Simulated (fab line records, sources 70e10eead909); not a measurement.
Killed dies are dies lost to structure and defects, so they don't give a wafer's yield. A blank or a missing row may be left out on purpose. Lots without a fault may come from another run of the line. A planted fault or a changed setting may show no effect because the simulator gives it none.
Problem report in the 8D (eight disciplines) form, filled by code | flow nand_harc | the parts of the form that need people (team, actions taken, sign-off) are left out

1. THE PROBLEM
raw_defect_count at NHARC_P_GATE_INSPECT_28 reads a mean of 770.8 on 6 wafers of 2 lots; wafers without a fault read 5.5 with a standard deviation of 2.5. That is +99 or more standard deviations from the usual mean.
First seen on wafer L741.2, day 8 17:58, on defect_inspect-02. The record holds 39 wafers of 13 lots with a number at this step. Rule for "out", or "out of limits": more than 4 standard deviations from the usual mean. The other wafers with a number count as sound.

2. WHAT IT IS AND WHAT IT IS NOT
question                    | is                     | is not
which readings at this step | raw_defect_count       | -
which lots                  | L741, L742             | L734, L735, L739, L747, L749, L750, L751, L752, L753, L754, L755
which wafers of those lots  | all that have a number | -
read on which gauges        | defect_inspect-02      | defect_inspect-01
when                        | from day 8 17:58       | up to then (9 sound wafers); but 24 sound wafers of L747, L749, L750, L751, L752, L753, L754, L755 came after

3. SUSPECTS, AND WHAT RULES EACH OUT
Counting: a tool at a process step up to the reading stays a suspect if it ran every lot that is out and no sound lot after the first of them.
- the gauge at NHARC_P_GATE_INSPECT_28: kept. All the wafers that are out were read on defect_inspect-02, and no step on other tools shows them out.
- pecvd-02 at NHARC_P_GATE_DEP_103 (deposits SiON, target thk 30 nm): ruled out as a lasting fault. Sound lots L751, L753 ran on it after its first lot that is out, L741 (day 8 17:13).
Left after counting: defect_inspect-02 at NHARC_P_GATE_INSPECT_28.

4. THE CAUSE (what the simulator had put in)
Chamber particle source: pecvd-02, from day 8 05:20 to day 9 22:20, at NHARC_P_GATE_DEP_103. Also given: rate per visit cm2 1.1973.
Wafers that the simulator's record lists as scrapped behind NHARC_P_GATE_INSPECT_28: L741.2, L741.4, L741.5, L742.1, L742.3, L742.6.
Counting ruled it out, wrongly: the rule takes a fault to strike every lot that its tool runs from its start on, and this one did not.

5. THE CHAIN OF EFFECTS, in route order
Each row: a reading whose mean over the struck wafers that have a number lies more than 3 standard deviations from the usual. Only readings for which the record gives a usual standard deviation are gone through. hours: the time from each lot's start at the first step in this table that gives one to its start at this step, as a median over the lots. sigmas: the change in usual standard deviations.
hours | step                    | reading          | usual | on struck wafers | change | sigmas
0     | NHARC_P_GATE_INSPECT_28 | raw_defect_count | 5.5   | 770.8            | +765.3 | +99 or more

6. WHAT WOULD HAVE CAUGHT IT SOONER
In this record the first reading out of limits at a measuring or inspecting step was taken at day 8 17:58, 13 hours after the fault began at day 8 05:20.
Of the tool readings at NHARC_P_GATE_DEP_103 for which the record gives a usual standard deviation, none was out on any struck wafer, so an alarm limit of 4 standard deviations on them would not have fired.
